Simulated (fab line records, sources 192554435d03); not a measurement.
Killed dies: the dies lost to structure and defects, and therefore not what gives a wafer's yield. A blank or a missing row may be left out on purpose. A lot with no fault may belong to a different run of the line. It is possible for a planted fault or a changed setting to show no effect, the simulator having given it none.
A struck lot beside a sound one / flow n5_finfet / 20 steps out of a route of 1938
Sound: these wafers, L321.2, L321.4, L321.6. Wafers struck: L324.3, L324.4, L324.5. The cause is given at the end.
For every step that has rows: the tool of each side, followed by ch and its chambers, followed by its first start. Under that, the readings that differ: sound wafers / struck wafers / difference of the means / sigmas: that difference in standard deviations of wafers without a fault.
alike: a reading whose means differ by less than 2 such deviations, as well as words and numbers matching on both sides. not compared: withheld readings; readings where some wafer has no value; bounds like >300 that might hide an equal value; numbers whose values overlap and for which the record gives no deviation.
The two part at a step that has a row with sigmas, a row that says differs or no value, or rows on one side only. When numbers do not overlap yet have no deviation, they are printed without sigmas and do not part them. A reading that every wafer of one side lacks parts them only if that side has two wafers or more.

first, 8 steps without rows for these wafers: N5_BEOL_M7_CMP_52 (polishes, stops on SiCOH lowk, t overpolish 6.9 s, target thk 80 nm); N5_BEOL_M7_PRE_CLEAN_55 (time 15 s); N5_BEOL_M7_DEP_56 (deposits SiCN from 3MS/NH3, target thk 10 nm, time 17.5 s); N5_BEOL_M8_ILD_DEP_00 (deposits SiCOH lowk from DEMS/porogen, target thk 179.75 nm, time 33.4 s); N5_BEOL_M8_CURE_74 (cures SiCOH lowk, time 240 s); N5_BEOL_M8_PECVD_70 (deposits SiO2 from TEOS/O2, target thk 20 nm, time 22.7 s); N5_BEOL_M8_HM_DEP_02 (deposits TiN, target thk 20 nm); N5_BEOL_M8_COAT_59 (time 60 s, resist thk 100 nm).
N5_BEOL_M8_COAT_60: time 60 s, resist thk 35 nm.
  sound on litho_track-03 ch 0, day 13 01:50; struck on litho_track-05 ch 0, day 13 16:43
reading=spin_speed_rpm (rpm); sound=1501.2 1502.0 1502.0; struck=1597.3 1596.5 1595.3; difference=+94.6; sigmas=+96
reading=model.SiARC_of_BEOL_M8_COAT_60.thk_nm (nm); sound=35 35 35; struck=34 34 34; difference=-1; sigmas=
  alike: resist_line_temp_C
then, 7 steps without rows for these wafers: N5_BEOL_M8_COAT_05 (resist thk 90 nm); N5_BEOL_M8_EBR_07; N5_BEOL_M8_SOFTBAKE_06 (time 60 s); N5_BEOL_M8_EXPOSE_08 (exposes mask M8); N5_BEOL_M8_PEB_09 (peb time 60 s); N5_BEOL_M8_DEVELOP_10 (develop time 30 s); N5_BEOL_M8_DESCUM_16 (chemistry O2, time 7.9 s).
N5_BEOL_M8_ETCH_61: etches SiARC in CF4, target depth 45.5 nm, time 75.8 s.
  sound on rie_diel-02 ch 0,1,2, day 13 02:20; struck on rie_diel-05 ch 0,1, day 13 17:37
reading=etch_rf_on_time_s (s); sound=74.1 77.5 75.0; struck=73.2 71.1 73.5; difference=-2.9; sigmas=-2
reading=model.etch.depth_nm (nm); sound=35 35.01 35.06; struck=34.09 33.95 34.05; difference=-0.99; sigmas=
reading=model.CAR-ArF_of_BEOL_M8_COAT_05.thk_nm (nm); sound=51 50.8 51; struck=52.2 52.6 52.2; difference=+1.4; sigmas=
  alike: drypump_motor_current_A, oes_product_au, rf_vpp_V, showerhead_plenum_p_Torr, throttle_valve_pct
  not compared: rf_hours_counter_h
N5_BEOL_M8_ETCH_62: etches SOC in N2/H2, target depth 110 nm, overetch 22 nm, time 165 s.
  sound on rie_diel-02 ch 0,1,2, day 13 02:24; struck on rie_diel-05 ch 0,1, day 13 17:41
reading=model.SiARC_of_BEOL_M8_COAT_60.thk_nm (nm); sound=28.2 28.6 28.4; struck=27.2 26.8 27.2; difference=-1.3; sigmas=
  alike: drypump_motor_current_A, oes_product_au, rf_vpp_V, showerhead_plenum_p_Torr, throttle_valve_pct
  not compared: rf_hours_counter_h
then, 2 steps without rows for these wafers: N5_BEOL_M8_STRIP_68 (strips in N2/H2); N5_PASSIVATION_PROBE_49.

== WHERE THEY PART ==
At N5_BEOL_M8_COAT_60 first; at N5_BEOL_M8_ETCH_61 last (within this record only). Later steps at which nothing parts them and some readings are alike: N5_BEOL_M8_ETCH_62.

WHY: whatever the simulator had introduced
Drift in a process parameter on litho_track-05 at N5_BEOL_M8_COAT_60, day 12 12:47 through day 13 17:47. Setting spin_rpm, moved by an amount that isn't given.
